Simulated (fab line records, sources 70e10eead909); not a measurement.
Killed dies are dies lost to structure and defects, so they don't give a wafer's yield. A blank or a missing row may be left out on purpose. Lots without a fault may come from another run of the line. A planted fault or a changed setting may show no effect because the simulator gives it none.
fab line records | flow nand_harc | part 2 of 2: steps 5 to 6 of 6
record lots=22 wafers=66 last_day=33
route steps=1302 shown A_STAIRCASE@830 A_SGD_CUT@902 A_SLIT@936 A_WL_FILL@953
lots that met no fault: from a run of the same line without faults
start_h: hours from the record's first day to the start of the lot's first wafer shown | wait_h: hours since the lot's step before | " the same as in the row above | L1.1+2: a row that stands for several wafers | - no value, or no start given | * or withheld: withheld | < > ~ a bound
route shown NAME@n: a module of which the file shows steps, and the number in the route of the first | usual: mean/standard deviation of fault-free wafers | same: alike in all rows | chamber/n: place in a boat | sites: the reading at each site | _std_site: their standard deviation | _edge_site: outer sites' mean less inner sites' | radius_mm: how far each site lies from the wafer's centre | mask NAME#n: copy n | behind: the tool/chamber that last shaped the wafer | hold: why the lot was held/for how many hours/how that ended | device: the transistor (n, p or np) that didn't switch | end of line: the same wafers' tests at the end of the route | a step without rows: its recipe alone | killed: dies lost to structure and defects at the first sort, not the wafer's yield | map: a wafer's dies, x killed, . not, _ none there
set.NAME: the setting as run; set.NAME@STEP: as run at that earlier step | model.NAME: the simulator's own value behind a step, which no gauge read
steps of the route over a sample of lots; a table a step, a row a wafer
services: from which hour (start_h, from the record's first day; less than 0 if before it) a tool's chamber was out of use, for how many hours, and why
## steps
# step NHARC_A_SLIT_DESCUM_14
# recipe time_s=3 o2_flow_sccm=200 ar_flow_sccm=0 bias_power_w=0 chemistry=O2
# usual drypump_motor_current_A=5.8/0.47 oes_product_au=1.002/0.014 rf_vpp_V=57.7/0.95 showerhead_plenum_p_Torr=1.88/0.076 throttle_valve_pct=11.310/0.0086
# columns lot.wafer tool chamber start_h wait_h drypump_motor_current_A oes_product_au rf_hours_counter_h rf_vpp_V showerhead_plenum_p_Torr throttle_valve_pct
L074.1 rie_diel-01 2 467.33 0.1 5.3 0.990 3.7 58.1 1.84 11.311
L074.4 " 0 " " 5.9 1.015 2.7 59.7 1.95 11.312
L074.6 " 3 " " 5.3 0.984 - 59.7 2.01 11.296
L076.2 rie_diel-07 3 467.49 0.1 6.5 0.994 7.9 57.9 1.83 11.315
L076.5 " 2 " " 5.1 1.007 - 57.7 2.02 11.318
L076.6 " 3 " " 6.5 0.999 - 57.7 1.83 11.305
L075.2 rie_diel-07 0 467.66 0.1 5.2 1.004 9.0 57.5 1.80 11.295
L075.5 " 1 " " 6.3 0.988 - 57.2 1.82 11.299
L075.6 " 2 " " 5.1 1.003 - 59.2 2.02 11.305
L078.3 rie_diel-07 2 491.16 0.1 5.0 0.988 0.3 57.4 2.02 11.309
L078.4 " 0 " " 5.3 0.992 0.3 56.3 1.80 11.313
L078.6 " 3 " " 6.5 1.005 - 58.0 1.83 11.313
L077.2 rie_diel-11 3 491.63 0.1 5.6 1.010 0.9 57.9 1.87 11.302
L077.4 " 0 " " 6.0 1.003 0.9 57.4 1.97 11.313
L077.6 " 3 " " 5.6 1.018 - 56.8 1.87 11.306
L079.2 rie_diel-11 1 494.65 0.1 6.3 0.997 1.5 56.2 1.83 11.311
L079.3 " 3 " " 5.6 1.000 1.9 58.0 1.87 11.314
L079.1 " 0 " " 5.9 1.016 1.4 58.6 1.97 11.302
L082.1 rie_diel-11 0 508.13 0.1 6.0 1.010 2.7 58.1 1.97 11.310
L082.2 " 1 " " 6.2 1.003 2.7 58.6 1.83 11.305
L082.5 " 0 " " 6.0 1.007 - 57.3 1.97 11.299
L080.1 rie_diel-01 0 509.02 0.1 5.9 1.021 4.9 58.4 1.95 11.316
L080.3 " 2 " " 5.3 0.998 6.5 56.5 1.84 11.309
L080.5 " 0 " " 5.9 1.021 - 57.6 1.95 11.306
L081.3 rie_diel-01 2 509.98 0.1 5.3 1.004 7.0 56.8 1.84 11.318
L081.2 " 3 " " 5.3 0.985 6.9 56.3 2.01 11.293
L081.5 " 0 " " 5.9 1.027 - 58.5 1.95 11.308
L083.4 rie_diel-01 3 551.72 0.1 5.3 0.994 8.7 56.0 2.01 11.308
L083.2 " 0 " " 5.9 1.026 7.5 57.7 1.95 11.316
L083.5 " 3 " " 5.3 0.998 - 58.8 2.01 11.304
L084.1 rie_diel-11 1 561.27 0.1 6.2 0.997 4.7 58.0 1.83 11.307
L084.3 " 2 " " 5.9 0.998 5.9 56.8 1.84 11.327
L084.6 " 1 " " 6.2 0.990 - 58.0 1.83 11.307
L086.3 rie_diel-07 0 571.25 0.1 5.2 0.985 2.5 58.0 1.80 11.311
L086.1 " 2 " " 5.0 0.975 3.0 58.8 2.02 11.314
L086.4 " 3 " " 6.5 1.005 2.5 58.4 1.83 11.309
L085.1 rie_diel-11 0 571.40 0.1 6.0 0.990 5.6 57.3 1.97 11.324
L085.2 " 1 " " 6.2 1.005 6.0 57.6 1.83 11.299
L085.4 " 2 " " 5.9 1.006 7.2 57.1 1.84 11.331
L089.1 rie_diel-07 0 603.74 0.1 5.2 0.994 4.9 57.8 1.80 11.321
L089.3 " 1 " " 6.3 0.972 5.5 57.6 1.82 11.315
L089.6 " 3 " " 6.5 1.012 - 54.9 1.83 11.306
L088.1 rie_diel-11 3 604.73 0.1 5.6 0.992 8.1 58.2 1.87 11.315
L088.2 " 2 " " 5.9 0.991 9.1 58.6 1.84 11.308
L088.5 " 3 " " 5.6 0.993 - 57.4 1.87 11.315
L091.1 rie_diel-07 3 644.11 0.1 6.5 1.002 7.1 57.9 1.83 11.309
L091.2 " 0 " " 5.2 1.003 7.0 56.4 1.80 11.309
L091.3 " 1 " " 6.3 0.979 8.1 57.9 1.82 11.289
L092.4 rie_diel-01 0 644.95 0.1 5.8 1.009 2.3 57.1 1.95 11.302
L092.5 " 0 " " 5.9 1.019 - 57.5 1.95 11.297
L092.6 " 1 " " 6.1 1.016 - 57.4 1.83 11.305
L093.3 rie_diel-11 3 650.50 0.1 5.6 0.994 0.1 59.3 1.87 11.314
L093.2 " 2 " " 5.9 1.018 0.1 57.1 1.84 11.309
L093.6 " 0 " " 6.0 1.026 - 58.1 1.97 11.319
L094.4 rie_diel-01 2 651.41 0.1 5.3 1.022 5.1 57.6 1.84 11.302
L094.1 " 0 " " 5.8 1.012 3.1 57.3 1.95 11.322
L094.3 " 1 " " 6.1 1.025 4.4 57.6 1.83 11.320
L095.3 rie_diel-01 0 663.71 0.1 5.9 1.022 4.4 58.5 1.95 11.287
L095.5 " 1 " " 6.2 1.012 - 58.2 1.83 11.310
L095.6 " 2 " " 5.3 1.009 - 58.6 1.84 11.299
L096.2 rie_diel-11 1 663.84 0.1 6.3 1.009 1.3 57.1 1.83 11.306
L096.3 " 3 " " 5.6 1.006 0.8 57.5 1.87 11.300
L096.4 " 0 " " 5.9 1.016 1.3 57.4 1.97 11.318
L097.1 rie_diel-07 1 673.15 0.1 6.3 0.999 0.5 57.7 1.82 11.317
L097.2 " 3 " " 6.5 1.001 0.7 56.7 1.83 11.302
L097.5 " 0 " " 5.3 1.002 - 58.4 1.79 11.316
# step NHARC_A_WL_FILL_RTA_01
# recipe temp_c=1000 time_s=5
# usual lamp_power_pct=28.7/1.7 lamp_zone_1_pct=28.7/1.7 lamp_zone_4_pct=28.7/1.7 wafer_temp_C_max=1005.7/1.1
# columns lot.wafer tool chamber start_h wait_h lamp_power_pct lamp_zone_1_pct lamp_zone_4_pct wafer_temp_C_max
L074.1 rtp_anneal-01 0 480.68 - 27.3 27.2 27.2 1007.0
L074.4 " 0 " " 27.2 27.2 27.2 1006.8
L074.6 " 0 " " 27.2 27.2 27.2 1005.4
L076.2 rtp_anneal-02 0 480.70 - 30.8 30.7 30.7 1007.3
L076.5 " 0 " " 30.7 30.6 30.7 1005.5
L076.6 " 0 " " 30.7 30.7 30.7 1007.2
L075.2 rtp_anneal-02 0 484.39 - 30.7 30.7 30.7 1005.9
L075.5 " 0 " " 30.7 30.6 30.7 1005.1
L075.6 " 0 " " 30.7 30.7 30.7 1005.7
L077.2 rtp_anneal-01 0 504.41 - 27.3 27.3 27.2 1005.3
L077.4 " 0 " " 27.3 27.3 27.3 1004.6
L077.6 " 0 " " 27.3 27.3 27.3 1004.5
L078.3 rtp_anneal-02 0 504.44 - 30.7 30.7 30.7 1007.2
L078.4 " 0 " " 30.7 30.7 30.7 1005.3
L078.6 " 0 " " 30.7 30.7 30.7 1005.5
L079.1 rtp_anneal-01 0 508.14 - 27.3 27.3 27.3 1003.5
L079.2 " 0 " " 27.2 27.3 27.3 1005.4
L079.3 " 0 " " 27.2 27.2 27.3 1005.8
L082.1 rtp_anneal-01 0 521.90 - 27.3 27.3 27.2 1005.7
L082.2 " 0 " " 27.3 27.3 27.2 1005.5
L082.5 " 0 " " 27.3 27.3 27.3 1003.4
L080.1 rtp_anneal-02 0 521.91 - 30.7 30.6 30.7 1007.6
L080.3 " 0 " " 30.7 30.7 30.7 1005.2
L080.5 " 0 " " 30.7 30.7 30.7 1006.6
L081.2 rtp_anneal-01 0 525.59 - 27.2 27.3 27.3 1005.6
L081.3 " 0 " " 27.3 27.3 27.3 1004.8
L081.5 " 0 " " 27.2 27.3 27.3 1004.5
L083.2 rtp_anneal-01 0 564.84 - 27.3 27.2 27.3 1004.0
L083.4 " 0 " " 27.2 27.3 27.2 1008.4
L083.5 " 0 " " 27.2 27.2 27.2 1004.2
L084.1 rtp_anneal-02 0 574.50 - 30.7 30.7 30.7 1005.6
L084.3 " 0 " " 30.7 30.7 30.7 1007.1
L084.6 " 0 " " 30.7 30.7 30.7 1008.1
L086.1 rtp_anneal-01 0 584.51 - 27.3 27.3 27.3 1004.8
L086.3 " 0 " " 27.3 27.3 27.3 1005.7
L086.4 " 0 " " 27.3 27.3 27.3 1004.8
L085.1 rtp_anneal-02 0 584.51 - 30.7 30.6 30.7 1005.0
L085.2 " 0 " " 30.7 30.7 30.7 1006.1
L085.4 " 0 " " 30.6 30.7 30.7 1006.3
L089.1 rtp_anneal-01 0 617.29 - 27.2 27.2 27.2 1006.2
L089.3 " 0 " " 27.2 27.2 27.2 1006.1
L089.6 " 0 " " 27.3 27.2 27.3 1005.5
L088.1 rtp_anneal-01 0 621.22 - 27.2 27.3 27.3 1007.4
L088.2 " 0 " " 27.3 27.2 27.3 1007.0
L088.5 " 0 " " 27.3 27.2 27.3 1003.8
L092.4 rtp_anneal-01 0 659.84 - 27.3 27.3 27.3 1003.3
L092.5 " 0 " " 27.3 27.3 27.3 1003.6
L092.6 " 0 " " 27.3 27.3 27.2 1005.6
L091.1 rtp_anneal-02 0 659.93 - 30.6 30.7 30.7 1005.6
L091.2 " 0 " " 30.6 30.6 30.6 1006.6
L091.3 " 0 " " 30.6 30.7 30.7 1006.1
L094.1 rtp_anneal-01 0 663.80 - 27.3 27.3 27.3 1006.3
L094.3 " 0 " " 27.2 27.3 27.3 1005.8
L094.4 " 0 " " 27.3 27.3 27.2 1004.7
L093.2 rtp_anneal-01 0 664.00 - 27.2 27.3 27.3 1004.4
L093.3 " 0 " " 27.3 27.2 27.3 1006.0
L093.6 " 0 " " 27.2 27.3 27.3 1006.3
L095.3 rtp_anneal-02 0 678.20 - 30.7 30.7 30.7 1005.4
L095.5 " 0 " " 30.7 30.7 30.7 1006.9
L095.6 " 0 " " 30.7 30.8 30.6 1005.6
L096.2 rtp_anneal-02 0 680.61 - 30.7 30.7 30.7 1007.2
L096.3 " 0 " " 30.7 30.7 30.7 1006.1
L096.4 " 0 " " 30.7 30.6 30.7 1006.0
L097.1 rtp_anneal-01 0 686.70 - 27.2 27.2 27.2 1006.0
L097.2 " 0 " " 27.2 27.3 27.2 1005.5
L097.5 " 0 " " 27.2 27.3 27.3 1005.2
## services
# columns tool chamber start_h hours kind
rie_diel-02 0 388.08 3.5 repair
rie_diel-02 - 393.70 9.0 pm
rie_diel-11 1 409.32 2.6 repair
rie_diel-03 1 427.33 3.5 repair
rie_diel-09 0 429.43 9.9 repair
rie_diel-09 1 443.07 11.5 repair
rie_diel-11 - 462.45 9.0 pm
rie_diel-03 0 481.98 13.0 repair
rtp_anneal-01 - 483.05 3.6 repair
rie_diel-06 - 484.39 9.0 pm
rie_diel-09 - 497.10 9.0 pm
rie_diel-03 3 517.78 17.8 repair
rie_diel-06 3 518.22 11.4 repair
rie_diel-11 1 525.78 7.0 repair
rie_diel-09 1 536.99 6.1 repair
rie_diel-08 - 544.80 9.0 pm
rie_diel-09 2 559.82 6.6 repair
rie_diel-02 - 570.78 9.0 pm
rie_diel-08 0 572.78 3.6 repair
rie_diel-11 3 594.46 1.5 repair
rie_diel-03 - 634.91 1.3 repair
rie_diel-03 - 636.26 9.0 pm
rie_diel-06 - 661.55 9.0 pm
rie_diel-02 1 663.83 8.8 repair
